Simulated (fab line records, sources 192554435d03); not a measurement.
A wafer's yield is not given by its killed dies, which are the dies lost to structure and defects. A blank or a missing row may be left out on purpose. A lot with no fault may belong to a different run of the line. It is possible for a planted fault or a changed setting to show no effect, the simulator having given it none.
Split-lot experiment || flow n5_finfet || 39 wafers read from 7 lots, route of 1938 steps

SPLIT DETAILS
At N5_BEOL_M10_ILD_DEP_00 (deposits SiCOH lowk from DEMS/porogen, target thk 308.51 nm, time 58 s), the setting time_s was moved away from the recipe's 58 s on 12 of the 39 wafers read, by -45.6% to +39.6%. All remaining wafers had this setting at the recipe value.

FROM THE SPLIT ON TO THE READING: in between, the file shows 1 step
- N5_BEOL_M10_CURE_71: cures SiCOH lowk, time 240 s

THE READING
M10_ILD_THK, in nm, at N5_BEOL_M10_THK_MEAS_01. On this fab line, fault-free wafers typically give 267 nm with a standard deviation of 3.7 nm.

{"wafer": "L074.1", "tool, chamber at the split": "pecvd-03, 2", "time_s as run, s": 58, "against the recipe": "recipe", "M10_ILD_THK, nm": 263, "against lot-mates on the recipe": "-"}
{"wafer": "L074.2", "tool, chamber at the split": "pecvd-03, 1", "time_s as run, s": 44.68, "against the recipe": "-23.0%", "M10_ILD_THK, nm": 200, "against lot-mates on the recipe": -66}
{"wafer": "L074.3", "tool, chamber at the split": "pecvd-03, 0", "time_s as run, s": 44.68, "against the recipe": "-23.0%", "M10_ILD_THK, nm": 203, "against lot-mates on the recipe": -63}
{"wafer": "L074.4", "tool, chamber at the split": "pecvd-03, 2", "time_s as run, s": 58, "against the recipe": "recipe", "M10_ILD_THK, nm": 267, "against lot-mates on the recipe": "-"}
{"wafer": "L074.5", "tool, chamber at the split": "pecvd-03, 0", "time_s as run, s": 58, "against the recipe": "recipe", "M10_ILD_THK, nm": 268, "against lot-mates on the recipe": "-"}
{"wafer": "L074.6", "tool, chamber at the split": "pecvd-03, 1", "time_s as run, s": 44.68, "against the recipe": "-23.0%", "M10_ILD_THK, nm": 202, "against lot-mates on the recipe": -64}
{"wafer": "L075.1", "tool, chamber at the split": "pecvd-01, 0", "time_s as run, s": 80.99, "against the recipe": "+39.6%", "M10_ILD_THK, nm": 370, "against lot-mates on the recipe": "+104"}
{"wafer": "L075.2", "tool, chamber at the split": "pecvd-01, 2", "time_s as run, s": 58, "against the recipe": "recipe", "M10_ILD_THK, nm": 266, "against lot-mates on the recipe": "-"}
{"wafer": "L075.3", "tool, chamber at the split": "pecvd-01, 1", "time_s as run, s": 58, "against the recipe": "recipe", "M10_ILD_THK, nm": 263, "against lot-mates on the recipe": "-"}
{"wafer": "L075.4", "tool, chamber at the split": "pecvd-01, 2", "time_s as run, s": 58, "against the recipe": "recipe", "M10_ILD_THK, nm": 268, "against lot-mates on the recipe": "-"}
{"wafer": "L075.5", "tool, chamber at the split": "pecvd-01, 1", "time_s as run, s": 80.99, "against the recipe": "+39.6%", "M10_ILD_THK, nm": 374, "against lot-mates on the recipe": "+108"}
{"wafer": "L075.6", "tool, chamber at the split": "pecvd-01, 0", "time_s as run, s": 80.99, "against the recipe": "+39.6%", "M10_ILD_THK, nm": 377, "against lot-mates on the recipe": "+111"}
{"wafer": "L078.1", "tool, chamber at the split": "pecvd-04, 0", "time_s as run, s": 58, "against the recipe": "recipe", "M10_ILD_THK, nm": 266, "against lot-mates on the recipe": "-"}
{"wafer": "L078.2", "tool, chamber at the split": "pecvd-04, 1", "time_s as run, s": 58, "against the recipe": "recipe", "M10_ILD_THK, nm": 266, "against lot-mates on the recipe": "-"}
{"wafer": "L078.3", "tool, chamber at the split": "pecvd-04, 0", "time_s as run, s": 58, "against the recipe": "recipe", "M10_ILD_THK, nm": 269, "against lot-mates on the recipe": "-"}
{"wafer": "L078.4", "tool, chamber at the split": "pecvd-04, 1", "time_s as run, s": 58, "against the recipe": "recipe", "M10_ILD_THK, nm": 272, "against lot-mates on the recipe": "-"}
{"wafer": "L078.5", "tool, chamber at the split": "pecvd-04, 1", "time_s as run, s": 58, "against the recipe": "recipe", "M10_ILD_THK, nm": 270, "against lot-mates on the recipe": "-"}
{"wafer": "L078.6", "tool, chamber at the split": "pecvd-04, 0", "time_s as run, s": 58, "against the recipe": "recipe", "M10_ILD_THK, nm": 271, "against lot-mates on the recipe": "-"}
{"wafer": "L083.1", "tool, chamber at the split": "pecvd-03, 0", "time_s as run, s": 58, "against the recipe": "recipe", "M10_ILD_THK, nm": 264, "against lot-mates on the recipe": "-"}
{"wafer": "L083.2", "tool, chamber at the split": "pecvd-03, 2", "time_s as run, s": 31.55, "against the recipe": "-45.6%", "M10_ILD_THK, nm": 140, "against lot-mates on the recipe": -127}
{"wafer": "L083.3", "tool, chamber at the split": "pecvd-03, 1", "time_s as run, s": 31.55, "against the recipe": "-45.6%", "M10_ILD_THK, nm": 136, "against lot-mates on the recipe": -131}
{"wafer": "L083.4", "tool, chamber at the split": "pecvd-03, 2", "time_s as run, s": 58, "against the recipe": "recipe", "M10_ILD_THK, nm": 269, "against lot-mates on the recipe": "-"}
{"wafer": "L083.5", "tool, chamber at the split": "pecvd-03, 1", "time_s as run, s": 31.55, "against the recipe": "-45.6%", "M10_ILD_THK, nm": 141, "against lot-mates on the recipe": -126}
{"wafer": "L083.6", "tool, chamber at the split": "pecvd-03, 0", "time_s as run, s": 58, "against the recipe": "recipe", "M10_ILD_THK, nm": 268, "against lot-mates on the recipe": "-"}
{"wafer": "L090.1", "tool, chamber at the split": "pecvd-04, 0", "time_s as run, s": 58, "against the recipe": "recipe", "M10_ILD_THK, nm": 268, "against lot-mates on the recipe": "-"}
{"wafer": "L090.2", "tool, chamber at the split": "pecvd-04, 2", "time_s as run, s": 58, "against the recipe": "recipe", "M10_ILD_THK, nm": 266, "against lot-mates on the recipe": "-"}
{"wafer": "L090.3", "tool, chamber at the split": "pecvd-04, 0", "time_s as run, s": 58, "against the recipe": "recipe", "M10_ILD_THK, nm": 273, "against lot-mates on the recipe": "-"}
{"wafer": "L090.4", "tool, chamber at the split": "pecvd-04, 2", "time_s as run, s": 58, "against the recipe": "recipe", "M10_ILD_THK, nm": 270, "against lot-mates on the recipe": "-"}
{"wafer": "L090.5", "tool, chamber at the split": "pecvd-04, 0", "time_s as run, s": 58, "against the recipe": "recipe", "M10_ILD_THK, nm": 269, "against lot-mates on the recipe": "-"}
{"wafer": "L090.6", "tool, chamber at the split": "pecvd-04, 2", "time_s as run, s": 58, "against the recipe": "recipe", "M10_ILD_THK, nm": 273, "against lot-mates on the recipe": "-"}
{"wafer": "L092.2", "tool, chamber at the split": "pecvd-04, 0", "time_s as run, s": 58, "against the recipe": "recipe", "M10_ILD_THK, nm": 264, "against lot-mates on the recipe": "-"}
{"wafer": "L092.3", "tool, chamber at the split": "pecvd-04, 1", "time_s as run, s": 58, "against the recipe": "recipe", "M10_ILD_THK, nm": 260, "against lot-mates on the recipe": "-"}
{"wafer": "L092.5", "tool, chamber at the split": "pecvd-04, 1", "time_s as run, s": 58, "against the recipe": "recipe", "M10_ILD_THK, nm": 264, "against lot-mates on the recipe": "-"}
{"wafer": "L094.1", "tool, chamber at the split": "pecvd-03, 2", "time_s as run, s": 35.32, "against the recipe": "-39.1%", "M10_ILD_THK, nm": 164, "against lot-mates on the recipe": -102}
{"wafer": "L094.2", "tool, chamber at the split": "pecvd-03, 1", "time_s as run, s": 58, "against the recipe": "recipe", "M10_ILD_THK, nm": 262, "against lot-mates on the recipe": "-"}
{"wafer": "L094.3", "tool, chamber at the split": "pecvd-03, 0", "time_s as run, s": 58, "against the recipe": "recipe", "M10_ILD_THK, nm": 266, "against lot-mates on the recipe": "-"}
{"wafer": "L094.4", "tool, chamber at the split": "pecvd-03, 2", "time_s as run, s": 58, "against the recipe": "recipe", "M10_ILD_THK, nm": 270, "against lot-mates on the recipe": "-"}
{"wafer": "L094.5", "tool, chamber at the split": "pecvd-03, 0", "time_s as run, s": 35.32, "against the recipe": "-39.1%", "M10_ILD_THK, nm": 167, "against lot-mates on the recipe": -99}
{"wafer": "L094.6", "tool, chamber at the split": "pecvd-03, 1", "time_s as run, s": 35.32, "against the recipe": "-39.1%", "M10_ILD_THK, nm": 163, "against lot-mates on the recipe": -103}

FIT RESULTS
A straight line over all 39 wafers: M10_ILD_THK changes by +2.73 nm for each +1% of time_s; r = +1.00; the points scatter about the line by 3.6 nm.
The same after taking each lot's own level away (the mean of its wafers on the recipe; 39 wafers): +2.73 nm for each +1%; r = +1.00; scatter 3 nm.
The reading moves by 1.2e+02 nm for the largest change in time_s, on that fit.
The span of the lots' own levels, 262.7 to 269.8 nm, comes to 1.9 times the standard deviation stated above.
The two slopes agree, so the slope changes little with the lot-to-lot level.
Check: with one of the wafers moved furthest among these (-45.6%) left out of the fit, the line predicts -124 nm for it against its lot-mates. Against them it came out at -127 nm.

FURTHER SPLITS ON THESE WAFERS
Note: prior to the reading, these wafers also went through further splits. Each is held against what the fit with the lots' levels taken away leaves over:
{"other split on the same wafers": "N5_SD_EPI_N_ETCH_16 target_depth_a", "wafers away from the commonest value": 18, "r with M10_ILD_THK (lot level and that fit taken away)": -0.09}
{"other split on the same wafers": "N5_BEOL_M0_SAQP_ILD_DEP_01 target_thk_a", "wafers away from the commonest value": 15, "r with M10_ILD_THK (lot level and that fit taken away)": "+0.10"}
{"other split on the same wafers": "N5_BEOL_M1_HM_DEP_02 target_thk_a", "wafers away from the commonest value": 12, "r with M10_ILD_THK (lot level and that fit taken away)": "+0.00"}
{"other split on the same wafers": "N5_BEOL_M7_ILD_DEP_00 time_s", "wafers away from the commonest value": 15, "r with M10_ILD_THK (lot level and that fit taken away)": "+0.21"}

THE WHOLE CHAIN: every reading that the file lists as answering this split, in the file's order
{"step": "N5_BEOL_M10_ILD_DEP_00", "what it does": "deposits SiCOH lowk from DEMS/porogen, target thk 308.51 nm, time 58 s", "reading": "SiCOH_lowk_of_BEOL_M10_ILD_DEP_00.thk_nm (the simulator's own value, which no gauge read)", "change (the file's fit)": "+3.1 nm for each +1% of the setting", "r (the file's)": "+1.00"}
{"step": "N5_BEOL_M10_CURE_71", "what it does": "cures SiCOH lowk, time 240 s", "reading": "SiCOH_lowk_of_BEOL_M10_ILD_DEP_00.thk_nm (the simulator's own value, which no gauge read)", "change (the file's fit)": "+2.73 nm for each +1% of the setting", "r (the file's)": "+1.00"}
{"step": "N5_BEOL_M10_THK_MEAS_01", "what it does": "", "reading": "M10_ILD_THK", "change (the file's fit)": "+2.73 for each +1% of the setting", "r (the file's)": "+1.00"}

THE FILE'S OWN FIT
M10_ILD_THK changes by +2.73 nm for each +1% of time_s, r = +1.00.
